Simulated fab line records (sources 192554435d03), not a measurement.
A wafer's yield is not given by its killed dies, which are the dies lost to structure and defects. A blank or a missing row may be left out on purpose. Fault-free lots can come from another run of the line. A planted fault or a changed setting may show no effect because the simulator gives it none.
Comparing a struck lot with a sound one | flow n5 finfet | 37 steps out of a route of 1938
Sound: the wafers L966.1, L966.2, L966.4. Struck: wafer L982.2 (left out: L982.5, L982.6 of the same lot, which were not struck); the cause appears at the end.
Per side, at each step with rows, come the tool, then ch with its chambers, and then its first start. Under that, the readings that differ: sound wafers | struck wafers | difference of the means | sigmas: that difference in standard deviations of wafers without a fault.
alike: same words and numbers on both sides, and readings whose means sit less than 2 such deviations apart. not compared: any withheld reading, any reading some wafer has no value for, any bound like >300 that may hide the same value, and any number with overlapping values for which the record gives no deviation.
The two part at a step that has a row with sigmas, a row that says differs or no value, or rows on one side only. When numbers do not overlap yet have no deviation, they are printed without sigmas and do not part them. Lack of a reading on every wafer of one side parts them only where that side has two or more wafers.

first, 9 steps without rows for these wafers: N5_PMOS_HMC_CHANNEL_EPI_SRD_25 (time 30 s); N5_PMOS_HMC_CHANNEL_EPI_EPI_26 (deposits Si from SiH4/H2, target thk 3.8 nm, time 22.7 s); N5_FIN_SAQP_PRECLEAN_42 (cleans in O3/DIW, time 60 s); N5_FIN_SAQP_PRECLEAN_00 (cleans in SC1, time 60 s); N5_FIN_SAQP_PRECLEAN_44 (cleans in SC2, time 45 s); N5_FIN_SAQP_SRD_01 (time 30 s); N5_FIN_SAQP_ALD_61 (deposits SiO2, target thk 4 nm, pulse time 1 s, purge time 2 s); N5_FIN_SAQP_DENSIFY_62 (time 60 s); N5_FIN_SAQP_HM_DEP_03 (deposits SiNx from SiH4/NH3/N2, target thk 38 nm, time 33.6 s).
N5_FIN_SAQP_PECVD_47: deposits a-Si from SiH4/He, target thk 45 nm, time 36.3 s.
  sound on pecvd-04 ch 0,1,2, day 3 08:42; struck on pecvd-03 ch 0, day 7 09:09
  reading                                     | sound            | struck | difference | sigmas
  run length s (s)                            | 72.4 73.3 72.9   | 60.3   | -12.6      | -24
  model.a-Si_of_FIN_SAQP_PECVD_47.thk nm (nm) | 45.09 45.3 45.29 | 28.39  | -16.84     |
  alike: heater power w, showerhead plenum p Torr, throttle valve pct
  not compared: since wet clean h
then, 25 steps without rows for these wafers: N5_FIN_SAQP_PECVD_48 (deposits SiNx from SiH4/NH3/N2, target thk 25 nm, time 22.1 s); N5_FIN_SAQP_PECVD_06 (deposits a-Si from SiH4/He, target thk 60 nm, time 48.1 s); N5_FIN_SAQP_HM_DEP_72 (deposits SiO2 from SiH4/N2O, target thk 12 nm, time 7.2 s); N5_FIN_SAQP_COAT_49 (time 60 s, resist thk 100 nm); N5_FIN_SAQP_COAT_50 (time 60 s, resist thk 35 nm); N5_FIN_SAQP_COAT_10 (resist thk 90 nm); N5_FIN_SAQP_EBR_12; N5_FIN_SAQP_SOFTBAKE_11 (time 60 s); N5_FIN_SAQP_EXPOSE_13 (exposes mask FIN CORE, target cd 35.6 nm); N5_FIN_SAQP_PEB_14 (peb time 60 s); N5_FIN_SAQP_DEVELOP_15 (develop time 30 s); N5_FIN_SAQP_DESCUM_21 (chemistry O2, time 7.9 s); N5_FIN_SAQP_ETCH_51 (etches SiARC in CF4, target depth 45.5 nm, time 75.8 s); N5_FIN_SAQP_ETCH_52 (etches SOC in N2/H2, target depth 100 nm, overetch 20 nm, time 150 s); N5_FIN_SAQP_STRIP_53 (strips in N2/H2); N5_FIN_SAQP_HM_OPEN_73 (chemistry CHF3/O2, target SiO2, stops on a-Si, target depth 12 nm, time 16.8 s); N5_FIN_SAQP_STRIP_74 (strips in CHF3/O2); N5_FIN_SAQP_MANDREL_ETCH_22 (etches a-Si in HBr/Cl2, stops on SiNx, target depth 60 nm, bt time 10 s, time 30 s); N5_FIN_SAQP_STRIP_55 (strips in N2/H2); N5_FIN_SAQP_STRIP_23 (strips in SPM, time 750 s); N5_FIN_SAQP_SRD_66 (time 30 s); N5_FIN_SAQP_RECESS_75 (chemistry HF/NH3, target SiO2, target depth 14.4 nm, afs cycles 3, sublimation time 60 s); N5_FIN_SAQP_SPACER1_ALD_24 (deposits SiO2, target thk 20.3 nm, pulse time 1 s, purge time 2 s); N5_FIN_SAQP_SPACER1_ETCHBACK_25 (etches SiO2 in CHF3/O2, target depth 24.4 nm, time 12.2 s); N5_FIN_SAQP_MANDREL1_REMOVE_56 (chemistry HBr/Cl2/O2, target a-Si, stops on SiNx, bt time 10 s).
N5_FIN_SAQP_MANDREL_ETCH_58: etches a-Si in HBr/Cl2, stops on SiNx, target depth 45 nm, bt time 10 s, time 27 s.
  sound on rie si-05 ch 1,2,3, day 3 12:01; struck on rie si-06 ch 0, day 7 12:42
  reading                     | sound             | struck | difference | sigmas
  drypump motor current A (A) | 6.7 6.1 6.0       | 5.1    | -1.2       | -2
  oes product au (a.u.)       | 0.700 0.691 0.711 | 0.560  | -0.141     | -12
  model.etch.depth nm (nm)    | 45.09 45.3 45.29  | 28.39  | -16.84     |
  alike: HBr_flow_sccm, throttle valve pct
  not compared: rf hours counter h
-- here the record skips 7 days between the struck wafers' starts before and after, leaving off in module FIN_SAQP and picking up in module BEOL_M4 (first step shown: number 1111 of the route) --
N5_BEOL_M4_RC_MEAS_101:
  sound on prober-02 ch 0, day 10 13:08; struck on prober-02 ch 0, day 14 15:51
  reading       | sound          | struck | difference | sigmas
  DIBL_P (mV/V) | 36.2 34.4 32.9 | 37.5   | +3.0       | +2
  alike: DIBL_N, IOFF_N, IOFF_P, ION_N, ION_P, SS_N, SS_P, VT_N, VT_P

== WHERE THEY PART ==
Earliest at N5_FIN_SAQP_PECVD_47; latest, in this record, at N5_BEOL_M4_RC_MEAS_101.

WHY: whatever the simulator had introduced
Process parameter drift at N5_FIN_SAQP_PECVD_47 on pecvd-03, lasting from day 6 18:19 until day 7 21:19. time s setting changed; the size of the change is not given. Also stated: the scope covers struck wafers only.
